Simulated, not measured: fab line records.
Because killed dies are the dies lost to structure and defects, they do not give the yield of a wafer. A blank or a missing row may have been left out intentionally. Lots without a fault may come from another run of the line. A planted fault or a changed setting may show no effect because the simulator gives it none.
3 desks, one fault -- flow nand-harc -- each desk holds nothing but its own numbers, with what lay behind them at the end

== FOR THE TOOL OWNER'S DESK: rie-diel-02 ==
The tool's own readings at NHARC_A_CONTACT_ETCH_49 (etches the open film in N2/H2, target depth 260 nm, time 475.3 s): means of the sampled wafers that have a number, for each lot that ran on this tool. A lot is out of limits, marked OUT, if its mean lies more than 4 standard deviations from the usual mean; the brackets give that distance.
Columns: A = drypump-motor-current-A at NHARC_A_CONTACT_ETCH_49, usual 5.5 A; B = n2-flow-sccm at NHARC_A_CONTACT_ETCH_49, usual 150.0 sccm; C = oes-product-au at NHARC_A_CONTACT_ETCH_49, usual 1.002 a.u.; D = rf-vpp-V at NHARC_A_CONTACT_ETCH_49, usual 430.1 V; E = showerhead-plenum-p-Torr at NHARC_A_CONTACT_ETCH_49, usual 2.03 Torr; F = throttle-valve-pct at NHARC_A_CONTACT_ETCH_49, usual 14.172 %
lot,first seen here,A,B,C,D,E,F
L865,day 17 16:35,5.2,149.8,1.006,430.1,2.04,14.175
L867,day 17 22:46,5.1,149.8,0.999,430.3,2.04,14.177
L874,day 20 06:23,5.1,149.9,1.012,430.0,2.04,14.173
L878,day 20 11:10,4.7,149.6,1.006,432.3,2.09,14.182
This desk's finding: nothing out of limits on any of the 4 lots.

== THE DEFECT DESK ==
Inspection counts along the route, by lot: the mean over sampled wafers that carry a number. A lot is out of limits, marked OUT, if its mean lies more than 4 standard deviations from the usual mean; the brackets give that distance.
Columns: A = raw-defect-count at NHARC_A_CONTACT_INSPECT_44, usual 26
lot,first seen here,A
L865,day 17 16:16,24
L867,day 17 22:14,27
L874,day 20 06:02,24
L878,day 20 10:51,24
L881,day 21 22:17,16
L883,day 22 03:30,41
This desk's finding: nothing out of limits on any of the 6 lots.

== FROM THE METROLOGY DESK ==
What the gauges read, lot by lot, whatever tool the lot ran on: means of the sampled wafers that have a number. A lot is out of limits, marked OUT, if its mean lies more than 4 standard deviations from the usual mean; the brackets give that distance.
Columns: A = cd-nm at NHARC_A_CONTACT_CD_MEAS_42, usual 200.1 nm; B = overlay-x-nm at NHARC_A_CONTACT_OVL_MEAS_43, usual -0.3 nm; C = overlay-y-nm at NHARC_A_CONTACT_OVL_MEAS_43, usual -0.2 nm; D = cd-nm at NHARC_A_CONTACT_CD_MEAS_53, usual 189.6 nm
lot,first seen here,A,B,C,D
L865,day 17 16:08,200.1,1.0,-1.0,189.9
L867,day 17 22:06,200.0,0.1,0.0,189.4
L874,day 20 05:55,200.5,-0.3,0.1,188.5
L878,day 20 10:44,200.6,0.1,-1.6,189.4
L881,day 21 22:10,198.9,0.0,0.4,190.6
L883,day 22 03:22,200.0,0.1,-0.4,187.8
This desk's finding: nothing out of limits on any of the 6 lots.

== TAKEN TOGETHER ==
The desk of the tool owner found nothing out of limits.
Nothing out of limits was seen by the defect desk.
From the metrology desk's view, nothing was out of limits.

== WHAT WAS PUT IN BY THE SIMULATOR ==
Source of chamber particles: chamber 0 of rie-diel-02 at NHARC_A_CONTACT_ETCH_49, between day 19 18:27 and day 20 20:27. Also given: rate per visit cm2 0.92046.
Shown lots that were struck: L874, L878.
